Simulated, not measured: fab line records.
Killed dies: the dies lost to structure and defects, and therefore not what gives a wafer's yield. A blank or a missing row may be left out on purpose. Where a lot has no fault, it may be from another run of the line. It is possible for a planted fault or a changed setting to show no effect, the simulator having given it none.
Chamber matching :: flow n5Finfet :: rieDiel-06 running N5_SD_EPI_P_ETCH_36: 4 sister chambers
The step etches SiARC in CF4, target depth 45.5 nm, time 75.8 s. 4 wafers are shown with their chamber, then 12 later ones without.

WAFERS PAIRED WITH THEIR CHAMBERS
wafer: L085.2
chamber: 1
drypumpMotorCurrentA (A): 5.7

wafer: L088.1
chamber: 3
drypumpMotorCurrentA (A): 5.2

wafer: L088.2
chamber: 0
drypumpMotorCurrentA (A): 5.7

wafer: L088.5
chamber: 2
drypumpMotorCurrentA (A): 6.7

WAFERS WHOSE CHAMBER IS MISSING
wafer: L089.2
drypumpMotorCurrentA (A): 6.7

wafer: L089.5
drypumpMotorCurrentA (A): 5.1

wafer: L089.6
drypumpMotorCurrentA (A): 5.7

wafer: L091.1
drypumpMotorCurrentA (A): 5.2

wafer: L091.3
drypumpMotorCurrentA (A): 5.7

wafer: L091.6
drypumpMotorCurrentA (A): 5.7

wafer: L092.1
drypumpMotorCurrentA (A): 5.7

wafer: L092.2
drypumpMotorCurrentA (A): 5.2

wafer: L092.5
drypumpMotorCurrentA (A): 6.7

wafer: L096.1
drypumpMotorCurrentA (A): 6.7

wafer: L096.3
drypumpMotorCurrentA (A): 5.2

wafer: L096.5
drypumpMotorCurrentA (A): 5.7

WHICH CHAMBER EACH ONE RAN IN
wafer: L089.2
from the rows above: 2
in truth: 2

wafer: L089.5
from the rows above: 3
in truth: 3

wafer: L089.6
from the rows above: can't be placed: 0 or 1
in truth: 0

wafer: L091.1
from the rows above: 3
in truth: 3

wafer: L091.3
from the rows above: can't be placed: 0 or 1
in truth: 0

wafer: L091.6
from the rows above: can't be placed: 0 or 1
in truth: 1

wafer: L092.1
from the rows above: can't be placed: 0 or 1
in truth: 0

wafer: L092.2
from the rows above: 3
in truth: 3

wafer: L092.5
from the rows above: 2
in truth: 2

wafer: L096.1
from the rows above: 2
in truth: 2

wafer: L096.3
from the rows above: 3
in truth: 3

wafer: L096.5
from the rows above: can't be placed: 0 or 1
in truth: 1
Correctly placed: 7 of 12. Not placeable from these rows: 5 (in 5, the candidates include the true chamber). 0 placed wrongly.
How it was worked out, from the rows above alone: a wafer's distance from a chamber is the root of the sum, over the readings, of the square of ((its reading less the chamber's mean) divided by the reading's scatter). If the next closest chamber is less than 2 further off than the closest, the wafer can't be placed; otherwise it belongs to the closest. A chamber's mean is the mean of its shown wafers. The scatter (one wafer shown for each chamber): square how far every hidden wafer sits from the nearest shown wafer, average those squares and take the square root.
